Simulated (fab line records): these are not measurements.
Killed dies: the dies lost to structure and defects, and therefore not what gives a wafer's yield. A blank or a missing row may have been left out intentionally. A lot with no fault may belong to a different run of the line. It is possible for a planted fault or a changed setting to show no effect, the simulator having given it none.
fab line records | flow nand-harc | part 2 of 2: steps 4 to 6 of 6
record lots=20 wafers=60 last-day=33
route steps=1302 shown P_ZERO_WELL@46 P_STI@88 P_GATE@144 P_CONTACT@241 P_M0@266
lots that met no fault: taken from a fault-free run of the same line
start-h: hours from the record's first day to the start of the lot's first wafer shown | wait-h: hours since the lot's step before | " repeats the value in the row above | L1.1+2: a single row standing in for several wafers | - either no value or no given start | * or withheld: withheld | < > ~ a bound
route shown NAME@n: a module of which the file shows steps, and the number in the route of the first | usual: the fault-free wafers' mean and standard deviation | same: alike in all rows | chamber/n: place in a boat | sites: the reading at each site | _std_site: standard deviation across them | _edge_site: inner sites' mean taken away from outer sites' mean | radius-mm: how far each site lies from the wafer's centre | mask NAME#n: copy n | behind: the tool/chamber that last shaped the wafer | hold: reason for holding the lot/hours on hold/outcome of the hold | device: transistor that didn't switch, given as n, p or np | end of line: tests of these same wafers at the route's end | step lacking rows: just its recipe | killed: at the first sort, the dies lost to defects and structure; wafer yield is something else | map: shows each die of a wafer: x if killed, . if not, _ if none is there
set.NAME: the setting the step ran with; set.NAME@STEP: the setting that earlier step ran with | model.NAME: the simulator's own value behind a step, which no gauge read
a sample of lots followed through the steps of the route, with each step as a table and each wafer as a row
services: from which hour (start-h, from the record's first day; less than 0 if before it) a tool's chamber was out of use, for how many hours, and why
## steps
# step NHARC_P_GATE_DESCUM_31
# recipe time-s=3 o2-flow-sccm=200 ar-flow-sccm=0 bias-power-w=0 chemistry=O2
# usual drypump-motor-current-A=5.7/0.4 o2-flow-sccm=200.0/0.63 oes-product-au=1.001/0.0076 rf-vpp-V=57.8/0.98 showerhead-plenum-p-Torr=1.89/0.1 throttle-valve-pct=11.311/0.0097
# columns lot.wafer tool chamber start-h wait-h drypump-motor-current-A o2-flow-sccm oes-product-au rf-hours-counter-h rf-vpp-V showerhead-plenum-p-Torr throttle-valve-pct
L074.3 rie-diel-05 0 98.22 0.1 5.1 198.6 0.996 2.4 59.7 2.03 11.310
L074.1 " 2 " " 5.8 200.4 0.988 1.7 58.9 2.03 11.302
L074.6 " 3 " " 6.0 200.2 0.995 - 56.6 1.78 11.307
L076.2 rie-diel-05 2 115.69 0.1 5.8 199.9 0.998 2.0 58.1 2.03 11.313
L076.3 " 0 " " 5.1 199.2 0.990 2.6 58.5 2.03 11.305
L076.4 " 1 " " 5.4 200.2 1.003 1.8 58.2 1.93 11.330
L075.3 rie-diel-06 2 115.87 0.1 5.1 200.0 1.003 10.6 57.3 1.80 11.301
L075.6 " 3 " " 6.0 199.9 1.003 - 57.9 1.96 11.299
L075.5 " 2 " " 5.1 200.1 1.006 - 57.2 1.80 11.293
L077.3 rie-diel-05 1 130.54 0.1 5.4 200.1 1.005 2.3 59.5 1.93 11.305
L077.4 " 2 " " 5.8 200.9 0.993 2.5 58.3 2.03 11.301
L077.5 " 0 " " 5.1 200.0 1.008 - 57.2 2.03 11.297
L078.3 rie-diel-03 0 133.43 0.1 6.3 199.7 0.996 0.7 55.9 1.80 11.308
L078.2 " 2 " " 5.6 201.3 1.001 0.4 57.8 1.81 11.301
L078.6 " 0 " " 6.3 200.3 0.997 - 57.6 1.80 11.324
L079.2 rie-diel-03 3 149.33 0.1 5.3 199.7 0.999 2.1 58.6 1.86 11.313
L079.1 " 1 " " 6.4 199.3 1.005 1.7 59.1 1.84 11.298
L079.6 " 3 " " 5.3 199.7 0.996 - 58.6 1.86 11.319
L081.4 rie-diel-03 3 166.65 0.1 5.3 200.8 0.992 2.3 57.1 1.86 11.313
L081.1 " 1 " " 6.5 199.7 0.998 2.0 56.9 1.84 11.314
L081.6 " 0 " " 6.4 199.3 1.007 - 57.4 1.80 11.308
L082.2 rie-diel-03 1 179.38 0.1 6.5 200.2 1.014 3.5 58.1 1.84 11.313
L082.6 " 2 " " 5.6 200.3 1.004 - 56.8 1.80 11.315
L082.5 " 3 " " 5.3 199.8 0.992 - 58.7 1.86 11.303
L083.2 rie-diel-03 3 188.23 0.1 5.3 199.3 0.990 4.2 56.4 1.86 11.296
L083.4 " 0 " " 6.3 199.5 1.001 4.4 58.1 1.80 11.303
L083.6 " 3 " " 5.3 199.1 0.996 - 57.2 1.86 11.317
L085.1 rie-diel-06 2 206.79 0.1 5.1 200.2 1.002 4.5 56.3 1.80 11.306
L085.4 " 0 " " 5.5 200.6 0.998 3.7 56.5 1.80 11.296
L085.5 " 2 " " 5.1 200.4 0.995 - 56.5 1.80 11.329
L086.3 rie-diel-06 2 221.45 0.1 5.1 200.1 0.999 5.3 57.6 1.80 11.321
L086.4 " 3 " " 6.0 199.1 0.989 4.5 58.6 1.96 11.307
L086.2 " 1 " " 5.7 200.4 1.000 5.5 58.5 2.05 11.318
L088.4 rie-diel-06 2 246.03 0.1 5.1 198.8 1.006 7.4 58.0 1.79 11.331
L088.3 " 0 " " 5.5 200.1 1.008 6.3 58.7 1.79 11.307
L088.6 " 1 " " 5.7 200.3 1.012 - 58.1 2.05 11.310
L089.4 rie-diel-06 0 246.69 0.1 5.5 200.4 1.002 6.4 58.3 1.79 11.312
L089.6 " 1 " " 5.7 200.4 1.018 - 59.2 2.05 11.300
L089.5 " 2 " " 5.1 200.4 0.992 - 57.5 1.80 11.309
L091.2 rie-diel-06 1 263.28 0.1 5.8 200.1 1.006 8.4 58.1 2.05 11.316
L091.3 " 2 " " 5.1 199.7 1.004 7.8 57.0 1.79 11.278
L091.5 " 0 " " 5.5 199.7 1.004 - 56.6 1.79 11.313
L090.1 rie-diel-03 0 263.49 0.1 6.3 199.8 1.010 9.1 58.8 1.80 11.295
L090.4 " 2 " " 5.6 200.7 0.998 9.4 58.0 1.80 11.316
L090.6 " 0 " " 6.3 200.5 1.012 - 56.5 1.80 11.305
L092.4 rie-diel-05 3 276.98 0.1 5.9 200.9 0.995 1.5 56.0 1.78 11.318
L092.3 " 1 " " 5.4 200.1 1.007 2.1 57.6 1.93 11.318
L092.5 " 0 " " 5.1 199.2 1.000 - 58.3 2.03 11.300
L093.1 rie-diel-06 2 284.78 0.1 5.1 200.2 1.007 8.4 58.6 1.80 11.308
L093.3 " 3 " " 6.0 201.0 0.986 7.1 58.9 1.96 11.303
L093.2 " 0 " " 5.6 199.6 1.002 7.5 57.2 1.79 11.332
L094.3 rie-diel-05 3 307.74 0.1 6.0 199.4 0.993 2.8 57.2 1.78 11.301
L094.2 " 2 " " 5.8 199.4 0.995 2.9 58.6 2.03 11.307
L094.5 " 0 " " 5.1 199.9 1.000 - 59.1 2.03 11.304
L096.2 rie-diel-06 2 321.24 0.1 5.1 200.7 1.011 0.5 57.0 1.79 11.304
L096.3 " 3 " " 6.0 200.0 0.996 0.4 57.2 1.96 11.310
L096.6 " 0 " " 5.5 200.8 0.993 - 57.3 1.79 11.316
L097.3 rie-diel-05 0 327.35 0.1 5.1 199.8 1.006 4.6 58.0 2.03 11.303
L097.5 " 3 " " 6.0 200.3 0.993 - 56.2 1.78 11.307
L097.6 " 0 " " 5.1 199.8 1.002 - 59.3 2.03 11.325
# step NHARC_P_CONTACT_CD_MEAS_19
# usual cd-nm=89.6/1.1
# columns lot.wafer tool chamber start-h wait-h cd-nm
L074.1 cd-sem-03 - 119.75 - 91.2
L074.3 " - " " 92.6
L074.6 " - " " 92.3
L076.2 cd-sem-01 - 138.64 - 90.3
L076.3 " - " " 87.7
L076.4 " - " " 88.7
L075.3 cd-sem-01 - 139.27 - 89.4
L075.5 " - " " 88.9
L075.6 " - " " 91.0
L077.3 cd-sem-03 - 151.47 - 89.8
L077.4 " - " " 89.9
L077.5 " - " " 88.9
L078.2 cd-sem-01 - 156.69 - 88.9
L078.3 " - " " 89.3
L078.6 " - " " 88.3
L079.1 cd-sem-01 - 172.85 - 89.1
L079.2 " - " " 89.2
L079.6 " - " " 87.9
L081.1 cd-sem-03 - 188.04 - 89.0
L081.4 " - " " 88.6
L081.6 " - " " 89.5
L082.2 cd-sem-02 - 200.71 - 89.9
L082.5 " - " " 91.7
L082.6 " - " " 91.2
L083.2 cd-sem-02 - 211.52 - 89.1
L083.4 " - " " 88.7
L083.6 " - " " 90.0
L085.1 cd-sem-01 - 227.62 - 90.0
L085.4 " - " " 91.3
L085.5 " - " " 89.9
L086.2 cd-sem-01 - 242.50 - 89.3
L086.3 " - " " 88.4
L086.4 " - " " 89.2
L088.3 cd-sem-02 - 266.61 - 91.4
L088.4 " - " " 90.8
L088.6 " - " " 89.2
L089.4 cd-sem-02 - 267.46 - 89.2
L089.5 " - " " 90.9
L089.6 " - " " 89.0
L091.2 cd-sem-02 - 284.17 - 90.6
L091.3 " - " " 89.4
L091.5 " - " " 89.7
L090.1 cd-sem-01 - 284.67 - 87.3
L090.4 " - " " 89.8
L090.6 " - " " 89.0
L092.3 cd-sem-01 - 298.15 - 89.2
L092.4 " - " " 89.1
L092.5 " - " " 87.8
L093.1 cd-sem-03 - 305.79 - 88.2
L093.2 " - " " 87.3
L093.3 " - " " 88.5
L094.2 cd-sem-01 - 328.73 - 90.0
L094.3 " - " " 88.8
L094.5 " - " " 89.7
L096.2 cd-sem-01 - 342.28 - 88.6
L096.3 " - " " 90.0
L096.6 " - " " 90.2
L097.3 cd-sem-02 - 348.48 - 89.8
L097.5 " - " " 89.2
L097.6 " - " " 90.6
# step NHARC_P_M0_DESCUM_14
# recipe time-s=3 o2-flow-sccm=200 ar-flow-sccm=0 bias-power-w=0 chemistry=O2
# usual drypump-motor-current-A=5.9/0.36 o2-flow-sccm=200.1/0.6 oes-product-au=1.000/0.0059 rf-vpp-V=57.6/0.93 showerhead-plenum-p-Torr=1.88/0.092 throttle-valve-pct=11.311/0.01
# columns lot.wafer tool chamber start-h wait-h drypump-motor-current-A o2-flow-sccm oes-product-au rf-hours-counter-h rf-vpp-V showerhead-plenum-p-Torr throttle-valve-pct
L074.1 rie-diel-09 3 122.94 0.1 5.7 200.2 1.007 26 57.0 1.79 11.313
L074.3 " 0 " " 6.4 200.6 1.000 24 59.8 1.83 11.291
L074.6 " 1 " " 5.6 200.2 1.003 - 57.5 2.03 11.311
L076.3 rie-diel-09 2 141.97 0.1 6.3 199.8 0.999 29 56.6 1.96 11.306
L076.2 " 3 " " 5.7 199.6 1.003 30 55.7 1.79 11.306
L076.4 " 1 " " 5.6 201.3 0.990 29 58.2 2.03 11.303
L075.3 rie-diel-09 0 142.49 0.1 6.4 200.7 0.994 27 57.2 1.83 11.315
L075.5 " 2 " " 6.3 200.4 1.004 - 57.9 1.96 11.310
L075.6 " 3 " " 5.6 200.7 1.008 - 58.9 1.79 11.298
L077.3 rie-diel-09 3 154.63 0.1 5.7 200.2 0.995 0 57.7 1.79 11.313
L077.4 " 2 " " 6.3 200.1 0.999 0 58.7 1.96 11.314
L077.5 " 0 " " 6.4 200.8 1.009 - 56.4 1.83 11.333
L078.2 rie-diel-09 2 159.90 0.1 6.3 200.0 0.995 1 58.5 1.96 11.310
L078.3 " 0 " " 6.4 199.8 0.995 2 57.7 1.83 11.324
L078.6 " 3 " " 5.7 199.7 1.001 - 56.2 1.79 11.306
L079.2 rie-diel-09 0 176.04 0.1 6.4 199.8 1.003 5 58.8 1.83 11.310
L079.1 " 2 " " 6.4 200.1 1.006 4 57.7 1.96 11.322
L079.6 " 0 " " 6.4 199.5 0.997 - 56.5 1.83 11.310
L081.4 rie-diel-04 1 191.36 0.1 5.8 199.7 0.996 1 57.9 1.78 11.325
L081.1 " 2 " " 5.7 200.0 0.995 1 58.3 1.94 11.312
L081.6 " 2 " " 5.7 199.4 1.000 - 56.6 1.94 11.318
L082.2 rie-diel-04 0 203.93 0.1 5.6 199.5 1.004 7 56.9 1.79 11.296
L082.5 " 3 " " 6.3 200.3 0.991 - 57.6 1.92 11.315
L082.6 " 1 " " 5.7 200.4 1.007 - 56.4 1.78 11.298
L083.4 rie-diel-09 0 214.86 0.1 6.4 200.1 0.999 12 57.0 1.83 11.317
L083.2 " 1 " " 5.6 200.4 0.992 12 57.5 2.03 11.306
L083.6 " 2 " " 6.3 199.9 0.991 - 58.1 1.96 11.317
L085.1 rie-diel-09 3 231.01 0.1 5.7 199.7 1.010 15 56.7 1.78 11.303
L085.4 " 0 " " 6.4 200.5 0.992 16 57.3 1.82 11.299
L085.5 " 3 " " 5.7 199.9 1.003 - 57.7 1.78 11.295
L086.4 rie-diel-04 2 245.88 0.1 5.7 199.7 0.990 20 56.6 1.93 11.285
L086.3 " 3 " " 6.3 199.3 0.994 21 57.3 1.91 11.320
L086.2 " 0 " " 5.6 199.9 1.003 19 58.9 1.79 11.319
L088.3 rie-diel-09 3 269.83 0.1 5.7 200.6 1.001 22 57.0 1.78 11.313
L088.4 " 1 " " 5.6 200.0 1.009 23 58.1 2.02 11.323
L088.6 " 2 " " 6.3 199.6 1.002 - 57.8 1.95 11.310
L089.4 rie-diel-09 3 270.82 0.1 5.7 199.8 0.991 22 57.0 1.78 11.312
L089.6 " 2 " " 6.4 200.0 1.011 - 57.0 1.95 11.318
L089.5 " 3 " " 5.7 200.0 0.994 - 56.5 1.78 11.303
L091.2 rie-diel-09 2 287.39 0.1 6.3 199.6 1.010 23 57.6 1.95 11.310
L091.3 " 3 " " 5.7 200.7 1.002 23 58.6 1.78 11.295
L091.5 " 1 " " 5.6 200.0 0.996 - 57.2 2.02 11.314
L090.4 rie-diel-09 1 287.99 0.1 5.6 200.1 1.004 24 56.8 2.02 11.304
L090.1 " 2 " " 6.3 201.6 1.005 23 58.4 1.95 11.310
L090.6 " 2 " " 6.3 200.2 0.999 - 57.8 1.95 11.310
L092.3 rie-diel-09 2 301.55 0.1 6.3 200.3 1.003 25 58.1 1.95 11.322
L092.4 " 0 " " 6.4 200.1 0.993 25 57.2 1.82 11.318
L092.5 " 3 " " 5.7 200.5 0.998 - 58.0 1.78 11.327
L093.1 rie-diel-09 2 308.95 0.1 6.3 199.3 0.991 26 57.4 1.95 11.321
L093.3 " 3 " " 5.7 201.4 0.991 26 55.1 1.78 11.311
L093.2 " 1 " " 5.6 200.0 1.007 25 58.3 2.02 11.325
L094.2 rie-diel-07 1 332.10 0.1 5.7 199.5 0.991 7 57.5 1.87 11.312
L094.3 " 2 " " 5.4 199.8 0.998 7 57.5 1.83 11.295
L094.5 " 2 " " 5.4 200.0 0.993 - 57.9 1.83 11.315
L096.3 rie-diel-07 2 345.63 0.1 5.4 199.6 0.991 11 56.7 1.82 11.308
L096.2 " 3 " " 5.5 201.5 0.999 12 58.4 1.92 11.334
L096.6 " 0 " " 5.5 200.7 0.996 - 56.2 1.77 11.333
L097.3 rie-diel-09 0 352.36 0.1 6.4 200.1 0.990 3 58.1 1.82 11.297
L097.6 " 0 " " 6.4 200.1 0.989 - 58.3 1.82 11.319
L097.5 " 1 " " 5.6 200.5 1.001 - 57.6 2.02 11.314
## services
# columns tool chamber start-h hours kind
rie-diel-04 - 0.90 9.0 pm
rie-diel-08 0 5.21 11.3 repair
rtp-anneal-02 - 12.00 12.0 pm
rie-diel-08 - 13.80 9.0 pm
rie-diel-04 - 19.57 0.1 repair
rie-diel-10 3 29.53 6.0 repair
rie-diel-04 1 41.55 57.0 repair
rie-diel-06 3 66.30 16.1 repair
rie-diel-09 2 84.37 2.7 repair
rie-diel-06 - 106.03 1.4 repair
rie-diel-06 0 111.05 8.2 repair
rie-diel-04 - 135.56 1.1 repair
rie-diel-06 2 137.75 3.1 repair
rie-diel-09 - 143.42 9.0 pm
rie-diel-04 2 146.03 12.4 repair
rie-diel-04 - 178.15 9.0 pm
rie-diel-06 0 183.10 6.7 repair
rie-diel-04 2 198.75 6.5 repair
rie-diel-09 0 232.05 6.8 repair
rie-diel-06 2 250.17 1.4 repair
rie-diel-09 1 290.08 6.1 repair
rie-diel-06 - 307.26 9.0 pm
rie-diel-09 - 320.42 9.0 pm
rie-diel-04 0 325.68 1.2 repair
